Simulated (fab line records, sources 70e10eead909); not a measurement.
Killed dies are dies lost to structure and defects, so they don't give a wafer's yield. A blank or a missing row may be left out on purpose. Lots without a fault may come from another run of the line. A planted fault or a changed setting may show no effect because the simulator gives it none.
Chamber matching | flow nand_harc | NHARC_A_STAIRCASE_DEP_301 on pecvd-03: 3 sister chambers
The step deposits SiON, target thk 30 nm. 3 wafers are shown with their chamber, then 8 later ones without.

WAFERS WITH THEIR CHAMBER
wafer  | chamber | heater_power_outer_w (W)
L093.4 | 2       | 425
L093.5 | 0       | 547
L095.1 | 1       | 409

WAFERS WITHOUT THEIR CHAMBER
wafer  | heater_power_outer_w (W)
L095.3 | 467
L095.5 | 478
L094.1 | 406
L094.3 | 453
L094.4 | 413
L096.1 | 528
L096.3 | 497
L096.4 | 398

WHICH CHAMBER EACH WENT THROUGH
wafer  | from the rows above          | in truth
L095.3 | can't be placed: 2 or 1 or 0 | 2
L095.5 | can't be placed: 2 or 0 or 1 | 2
L094.1 | can't be placed: 1 or 2      | 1
L094.3 | can't be placed: 2 or 1      | 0
L094.4 | can't be placed: 1 or 2      | 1
L096.1 | 0                            | 0
L096.3 | can't be placed: 0 or 2 or 1 | 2
L096.4 | can't be placed: 1 or 2      | 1
Placed correctly: 1 of 8. Can't be placed from these rows: 7 (the true chamber is among the candidates in 6). Placed wrongly: 0.
How it was worked out, from the rows above alone: a wafer's distance from a chamber is the root of the sum, over the readings, of the square of ((its reading less the chamber's mean) divided by the reading's scatter). The wafer belongs to the nearest chamber; if the next one is less than 2 further off, it can't be placed. A chamber's mean is the mean of its shown wafers. The scatter: with one shown wafer a chamber, the root of the mean of the squares of how far each hidden wafer lies from its nearest shown one.
